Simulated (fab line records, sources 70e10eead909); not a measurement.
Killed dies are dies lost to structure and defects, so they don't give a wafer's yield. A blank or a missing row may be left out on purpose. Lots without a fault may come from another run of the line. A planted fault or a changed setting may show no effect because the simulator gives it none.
Which tool did it? | flow nand_harc | 24 lots, 72 wafers sampled, at 6 steps of a route of 1302

WHAT THE GAUGES READ, wafer by wafer
NHARC_A_ONON_D1_THK_MEAS_02: measures by ellipsometry. Usual: thk_nm 995 nm, standard deviation 9.
lot  | measured     | on            | thk_nm (nm)    | flag
L074 | day 7 15:14  | film_metro-02 | 1004 1002 1002 |
L075 | day 8 08:52  | film_metro-02 | 989 988 987    |
L077 | day 9 02:13  | film_metro-01 | 993 991 994    |
L076 | day 9 02:13  | film_metro-02 | 1001 998 1001  |
L078 | day 9 11:22  | film_metro-02 | 1015 1015 1013 |
L079 | day 10 00:13 | film_metro-02 | 1005 1007 1004 |
L080 | day 10 04:05 | film_metro-01 | 998 998 997    |
L081 | day 10 08:00 | film_metro-02 | 991 991 992    |
L082 | day 11 06:29 | film_metro-01 | 1004 1004 1003 |
L083 | day 11 06:28 | film_metro-02 | 979 981 980    |
L084 | day 11 23:47 | film_metro-01 | 984 983 984    |
L085 | day 12 14:45 | film_metro-01 | 997 996 998    |
L086 | day 12 20:43 | film_metro-01 | 988 985 986    |
L087 | day 13 20:12 | film_metro-02 | 1013 1012 1013 |
L089 | day 13 20:12 | film_metro-02 | 987 986 988    |
L088 | day 13 20:13 | film_metro-01 | 986 986 986    |
L090 | day 14 12:50 | film_metro-01 | 994 996 998    |
L091 | day 14 19:32 | film_metro-02 | 995 996 994    |
L092 | day 15 04:24 | film_metro-02 | 987 987 988    |
L094 | day 15 20:10 | film_metro-01 | 984 983 983    |
L093 | day 15 20:10 | film_metro-02 | 1000 1000 1000 |
L095 | day 16 06:47 | film_metro-01 | 992 992 991    |
L096 | day 17 04:48 | film_metro-02 | 1000 1000 998  |
L097 | day 17 18:28 | film_metro-02 | 1001 1001 1002 |

NHARC_A_ONON_D1_THK_MEAS_14: measures by ellipsometry. Usual: thk_nm 999 nm, standard deviation 12.
lot  | measured     | on            | thk_nm (nm)    | flag
L074 | day 7 17:31  | film_metro-02 | 993 992 994    |
L075 | day 8 11:08  | film_metro-01 | 1010 1011 1009 |
L077 | day 9 04:31  | film_metro-01 | 996 996 997    |
L076 | day 9 04:29  | film_metro-02 | 1000 999 999   |
L078 | day 9 13:37  | film_metro-01 | 1006 1007 1006 |
L079 | day 10 02:29 | film_metro-02 | 989 992 988    |
L080 | day 10 06:22 | film_metro-01 | 997 995 997    |
L081 | day 10 10:16 | film_metro-01 | 1003 1001 1002 |
L082 | day 11 08:45 | film_metro-01 | 988 992 992    |
L083 | day 11 08:44 | film_metro-02 | 1007 1009 1008 |
L084 | day 12 02:03 | film_metro-02 | 1006 1006 1006 |
L085 | day 12 17:01 | film_metro-01 | 1017 1017 1017 |
L086 | day 12 22:59 | film_metro-02 | 998 1000 1001  |
L087 | day 13 22:40 | film_metro-01 | 1004 1006 1006 |
L089 | day 13 22:28 | film_metro-01 | 989 990 989    |
L088 | day 13 22:28 | film_metro-02 | 1021 1021 1021 |
L090 | day 14 15:07 | film_metro-02 | 997 998 998    |
L091 | day 14 21:49 | film_metro-01 | 975 973 974    |
L092 | day 15 06:40 | film_metro-02 | 998 999 998    |
L094 | day 15 22:27 | film_metro-01 | 1009 1009 1009 |
L093 | day 15 22:26 | film_metro-02 | 983 988 988    |
L095 | day 16 09:19 | film_metro-01 | 1006 1006 1003 |
L096 | day 17 07:04 | film_metro-02 | 998 999 997    |
L097 | day 17 20:46 | film_metro-02 | 968 972 972    |

NHARC_A_ONON_D1_THK_MEAS_24: measures by ellipsometry. Usual: thk_nm 1000 nm, standard deviation 8.1.
lot  | measured     | on            | thk_nm (nm)    | flag
L074 | day 8 02:20  | film_metro-01 | 1004 1004 1004 |
L075 | day 8 21:56  | film_metro-01 | 988 989 989    |
L077 | day 9 13:44  | film_metro-02 | 1007 1010 1006 |
L076 | day 9 13:45  | film_metro-01 | 992 992 994    |
L078 | day 9 22:59  | film_metro-01 | 1003 1004 1003 |
L079 | day 10 11:48 | film_metro-01 | 1013 1010 1010 |
L080 | day 10 17:44 | film_metro-01 | 995 996 995    |
L081 | day 10 17:44 | film_metro-02 | 995 994 995    |
L082 | day 11 17:40 | film_metro-02 | 1006 1006 1004 |
L083 | day 11 17:38 | film_metro-01 | 992 992 992    |
L084 | day 12 11:15 | film_metro-02 | 1008 1011 1009 |
L085 | day 13 01:56 | film_metro-01 | 1007 1007 1006 |
L086 | day 13 09:53 | film_metro-01 | 1003 1001 1001 |
L087 | day 14 08:35 | film_metro-01 | 994 994 995    |
L089 | day 14 08:56 | film_metro-02 | 1003 1001 1003 |
L088 | day 14 08:44 | film_metro-02 | 1017 1017 1016 |
L090 | day 15 00:39 | film_metro-01 | 988 987 986    |
L091 | day 15 08:34 | film_metro-01 | 1004 1004 1004 |
L092 | day 15 19:06 | film_metro-01 | 1007 1007 1007 |
L094 | day 16 07:29 | film_metro-01 | 992 990 992    |
L093 | day 16 07:43 | film_metro-01 | 991 989 990    |
L095 | day 17 05:43 | film_metro-02 | 990 987 988    |
L096 | day 17 20:20 | film_metro-02 | 1004 1003 1004 |
L097 | day 18 05:41 | film_metro-02 | 999 999 999    |

NHARC_A_CHANNEL_HOLE_D1_OVL_MEAS_11. Usual: overlay_x_nm 0.0 nm, standard deviation 0.59; overlay_y_nm -0.2 nm, standard deviation 0.68.
lot  | measured     | on         | overlay_x_nm (nm) | overlay_y_nm (nm) | flag
L074 | day 8 09:16  | overlay-01 | -0.2 0.2 0.0      | -0.5 -0.2 0.0     |
L075 | day 9 02:34  | overlay-02 | 0.5 0.6 0.5       | 0.9 1.1 0.9       |
L077 | day 9 19:02  | overlay-01 | 0.8 0.4 0.9       | 0.4 -0.5 0.0      |
L076 | day 9 20:16  | overlay-02 | -0.8 -0.8 -1.2    | -0.4 -0.5 -0.7    |
L078 | day 10 06:02 | overlay-01 | -0.2 -0.4 0.1     | 0.1 0.3 0.7       |
L079 | day 10 16:17 | overlay-01 | 0.3 0.4 0.4       | 1.3 1.3 1.3       |
L080 | day 10 23:14 | overlay-02 | -0.2 0.1 -0.8     | -0.3 -1.1 -0.5    |
L081 | day 10 22:11 | overlay-01 | -0.3 0.4 -0.1     | -0.6 -0.7 -1.1    |
L082 | day 12 01:51 | overlay-01 | 0.0 0.1 -0.5      | -0.4 0.0 -0.5     |
L083 | day 12 00:25 | overlay-02 | 0.2 -0.4 -0.6     | -1.1 -0.9 -0.3    |
L084 | day 12 15:47 | overlay-01 | -0.2 0.4 0.0      | -1.4 -1.1 -0.8    |
L085 | day 13 07:11 | overlay-02 | -0.1 -0.6 -0.3    | -0.6 -0.6 0.4     |
L086 | day 13 16:21 | overlay-02 | 0.5 1.0 0.4       | 0.0 -0.4 0.1      |
L087 | day 14 13:02 | overlay-01 | 0.2 -0.2 -0.2     | 0.1 0.1 -0.4      |
L089 | day 14 13:36 | overlay-02 | 1.1 1.5 1.0       | -1.1 -0.9 -1.7    |
L088 | day 14 13:20 | overlay-01 | 0.4 -0.8 0.0      | -0.3 -0.3 -0.2    |
L090 | day 15 07:55 | overlay-02 | -1.4 -0.8 -0.9    | -0.5 0.0 -0.3     |
L091 | day 15 13:04 | overlay-02 | 0.1 0.5 -0.7      | -0.4 -0.5 -0.8    |
L092 | day 15 23:37 | overlay-02 | 0.5 0.0 0.1       | -0.1 -0.2 0.4     |
L094 | day 16 12:24 | overlay-01 | 0.0 -0.1 -0.2     | 0.6 -0.3 0.1      |
L093 | day 16 15:50 | overlay-01 | -0.6 -0.4 -0.9    | -1.3 -0.7 -0.8    |
L095 | day 17 10:13 | overlay-02 | 0.2 0.0 -0.2      | 1.2 1.1 0.6       |
L096 | day 18 00:49 | overlay-02 | -0.9 -1.2 -0.7    | 0.4 0.4 0.2       |
L097 | day 18 11:49 | overlay-02 | 0.1 0.3 0.6       | -0.3 -0.4 0.5     |

WHICH TOOL RAN EACH LOT (tool, then ch and the chambers of the sampled wafers, then the start)
lot  | NHARC_P_BONDPAD_ETCH_37            | NHARC_P_BONDPAD_ACTIVATE_29
L074 | rie_diel-01 ch 0,1,3, day 6 12:43  | rie_diel-02 ch 2,3, day 6 15:15
L075 | rie_diel-01 ch 0,1,3, day 7 04:43  | rie_diel-07 ch 0,1,2, day 7 07:17
L077 | rie_diel-01 ch 1,2,3, day 7 20:26  | rie_diel-07 ch 0,1,2, day 7 23:01
L076 | rie_diel-01 ch 0,1, day 7 22:37    | rie_diel-01 ch 0,2, day 8 01:13
L078 | rie_diel-01 ch 2,3, day 8 07:46    | rie_diel-01 ch 0,2,3, day 8 10:25
L079 | rie_diel-07 ch 0,2,3, day 8 20:26  | rie_diel-01 ch 0,2, day 8 22:59
L080 | rie_diel-07 ch 2,3, day 9 01:47    | rie_diel-01 ch 1,2, day 9 04:19
L081 | rie_diel-02 ch 0,2,3, day 9 06:28  | rie_diel-07 ch 0,1,2, day 9 09:01
L082 | rie_diel-01 ch 0,1,2, day 10 02:58 | rie_diel-01 ch 0,1,2, day 10 05:38
L083 | rie_diel-07 ch 0,1, day 10 04:07   | rie_diel-07 ch 2,3, day 10 06:39
L084 | rie_diel-02 ch 0,1,3, day 10 20:43 | rie_diel-01 ch 1,2, day 10 23:19
L085 | rie_diel-07 ch 1,3, day 11 10:07   | rie_diel-02 ch 1,3, day 11 12:41
L086 | rie_diel-02 ch 1,2,3, day 11 18:20 | rie_diel-02 ch 0,2,3, day 11 20:53
L087 | rie_diel-01 ch 0,1,2, day 12 17:46 | rie_diel-01 ch 0,1, day 12 20:19
L089 | rie_diel-01 ch 1,2,3, day 12 18:38 | rie_diel-01 ch 0,2,3, day 12 21:10
L088 | rie_diel-01 ch 0,2,3, day 12 19:37 | rie_diel-07 ch 1,2, day 12 22:08
L090 | rie_diel-01 ch 1,3, day 13 08:42   | rie_diel-01 ch 0,1,2, day 13 11:13
L091 | rie_diel-02 ch 1,2,3, day 13 18:04 | rie_diel-01 ch 1,2,3, day 13 20:49
L092 | rie_diel-01 ch 2,3, day 14 00:25   | rie_diel-01 ch 0,2,3, day 14 02:59
L094 | rie_diel-02 ch 0,1, day 14 15:52   | rie_diel-01 ch 0,2,3, day 14 18:27
L093 | rie_diel-01 ch 2,3, day 14 16:47   | rie_diel-02 ch 1,2, day 14 19:21
L095 | rie_diel-02 ch 1,2,3, day 15 04:26 | rie_diel-01 ch 0,1,2, day 15 07:03
L096 | rie_diel-02 ch 2,3, day 15 17:30   | rie_diel-02 ch 1,2, day 15 20:01
L097 | rie_diel-07 ch 0,2, day 16 06:55   | rie_diel-01 ch 0,1, day 16 09:29
- NHARC_P_BONDPAD_ETCH_37: etches the open film in N2/H2, target depth 60 nm, overetch 18 nm, time 65.91 s.
- NHARC_P_BONDPAD_ACTIVATE_29: chemistry N2, time 60 s.

WHAT THE TOOLS THEMSELVES READ (means of the sampled wafers that have a number; where no wafer has one, the mark that the record gives instead)
NHARC_P_BONDPAD_ETCH_37. Usual: drypump_motor_current_A 5.7 A, standard deviation 0.49; oes_product_au 0.998 a.u., standard deviation 0.0072; rf_vpp_V 430.1 V, standard deviation 2.3; showerhead_plenum_p_Torr 2.02 Torr, standard deviation 0.074; throttle_valve_pct 14.172 %, standard deviation 0.0093.
lot  | tool        | drypump_motor_current_A (A) | oes_product_au (a.u.) | rf_vpp_V (V) | showerhead_plenum_p_Torr (Torr) | throttle_valve_pct (%) | flag
L074 | rie_diel-01 | 5.9                         | 0.995                 | 430.0        | 2.03                            | 14.167                 |
L075 | rie_diel-01 | 5.9                         | 0.997                 | 430.7        | 2.03                            | 14.178                 |
L077 | rie_diel-01 | 5.8                         | 0.995                 | 429.3        | 2.03                            | 14.173                 |
L076 | rie_diel-01 | 5.7                         | 0.995                 | 431.4        | 2.06                            | 14.177                 |
L078 | rie_diel-01 | 5.6                         | 0.992                 | 428.1        | 1.97                            | 14.180                 |
L079 | rie_diel-07 | 5.7                         | 0.999                 | 431.2        | 2.04                            | 14.176                 |
L080 | rie_diel-07 | 5.5                         | 0.997                 | 432.3        | 2.11                            | 14.174                 |
L081 | rie_diel-02 | 5.8                         | 0.999                 | 429.6        | 2.01                            | 14.171                 |
L082 | rie_diel-01 | 5.5                         | 0.999                 | 430.6        | 2.01                            | 14.173                 |
L083 | rie_diel-07 | 6.3                         | 0.990                 | 427.6        | 1.95                            | 14.170                 |
L084 | rie_diel-02 | 5.8                         | 0.999                 | 431.3        | 2.06                            | 14.172                 |
L085 | rie_diel-07 | 6.0                         | 0.996                 | 430.5        | 2.04                            | 14.173                 |
L086 | rie_diel-02 | 5.4                         | 0.996                 | 431.7        | 2.07                            | 14.173                 |
L087 | rie_diel-01 | 5.5                         | 1.002                 | 428.8        | 2.01                            | 14.175                 |
L089 | rie_diel-01 | 5.8                         | 1.009                 | 430.8        | 2.03                            | 14.170                 |
L088 | rie_diel-01 | 5.7                         | 0.999                 | 428.9        | 1.98                            | 14.163                 |
L090 | rie_diel-01 | 6.0                         | 1.005                 | 431.5        | 2.08                            | 14.174                 |
L091 | rie_diel-02 | 5.4                         | 1.002                 | 432.0        | 2.07                            | 14.177                 |
L092 | rie_diel-01 | 5.6                         | 1.006                 | 428.3        | 1.97                            | 14.167                 |
L094 | rie_diel-02 | 5.5                         | 0.999                 | 432.4        | 2.12                            | 14.180                 |
L093 | rie_diel-01 | 5.6                         | 1.001                 | 428.3        | 1.97                            | 14.160                 |
L095 | rie_diel-02 | 5.4                         | 0.995                 | 432.0        | 2.07                            | 14.164                 |
L096 | rie_diel-02 | 5.5                         | 0.997                 | 429.1        | 2.01                            | 14.180                 |
L097 | rie_diel-07 | 5.9                         | 0.987                 | 428.2        | 1.97                            | 14.170                 |

NHARC_P_BONDPAD_ACTIVATE_29. Usual: drypump_motor_current_A 5.7 A, standard deviation 0.48; oes_product_au 0.999 a.u., standard deviation 0.008; rf_vpp_V 64.1 V, standard deviation 0.94; showerhead_plenum_p_Torr 1.75 Torr, standard deviation 0.06.
lot  | tool        | drypump_motor_current_A (A) | oes_product_au (a.u.) | rf_vpp_V (V) | showerhead_plenum_p_Torr (Torr) | flag
L074 | rie_diel-02 | 5.6                         | 1.001                 | 63.5         | 1.74                            |
L075 | rie_diel-07 | 5.8                         | 0.996                 | 64.0         | 1.73                            |
L077 | rie_diel-07 | 5.8                         | 0.996                 | 64.9         | 1.72                            |
L076 | rie_diel-01 | 5.3                         | 1.002                 | 63.9         | 1.69                            |
L078 | rie_diel-01 | 5.7                         | 0.988                 | 64.1         | 1.71                            |
L079 | rie_diel-01 | 5.3                         | 0.996                 | 65.0         | 1.69                            |
L080 | rie_diel-01 | 5.6                         | 0.997                 | 64.3         | 1.78                            |
L081 | rie_diel-07 | 5.8                         | 0.997                 | 65.5         | 1.72                            |
L082 | rie_diel-01 | 5.5                         | 1.009                 | 63.8         | 1.74                            |
L083 | rie_diel-07 | 5.5                         | 0.992                 | 65.0         | 1.83                            |
L084 | rie_diel-01 | 5.4                         | 1.007                 | 63.9         | 1.73                            |
L085 | rie_diel-02 | 5.6                         | 1.000                 | 64.1         | 1.79                            |
L086 | rie_diel-02 | 5.8                         | 0.999                 | 64.1         | 1.74                            |
L087 | rie_diel-01 | 5.7                         | 1.001                 | 64.4         | 1.78                            |
L089 | rie_diel-01 | 5.7                         | 1.001                 | 64.7         | 1.71                            |
L088 | rie_diel-07 | 5.7                         | 0.991                 | 63.8         | 1.74                            |
L090 | rie_diel-01 | 5.5                         | 1.005                 | 64.2         | 1.74                            |
L091 | rie_diel-01 | 5.8                         | 0.995                 | 64.0         | 1.75                            |
L092 | rie_diel-01 | 5.7                         | 1.002                 | 63.9         | 1.71                            |
L094 | rie_diel-01 | 5.7                         | 1.003                 | 63.8         | 1.71                            |
L093 | rie_diel-02 | 5.2                         | 0.999                 | 64.0         | 1.84                            |
L095 | rie_diel-01 | 5.5                         | 0.999                 | 64.1         | 1.74                            |
L096 | rie_diel-02 | 5.1                         | 0.999                 | 63.7         | 1.84                            |
L097 | rie_diel-01 | 5.7                         | 0.997                 | 63.8         | 1.78                            |

THE ANSWER, worked out from the rows above alone
Rule: a lot is off if the mean of its wafers that have a number lies more than 3 standard deviations from the usual mean. A lot without any number at a reading at which 4 lots or more have one is off too. The other lots that the step has rows for count as sound. The gauges are gone through in route order, then the tools' own readings, and for those a lot's mean is taken as printed above. The first step at which some lot is off is used, and at that step the reading that is off furthest; a lot without a number counts as furthest.
No lot is off at any reading shown: from this, nothing can be told.

WHAT THE SIMULATOR HAD PUT IN
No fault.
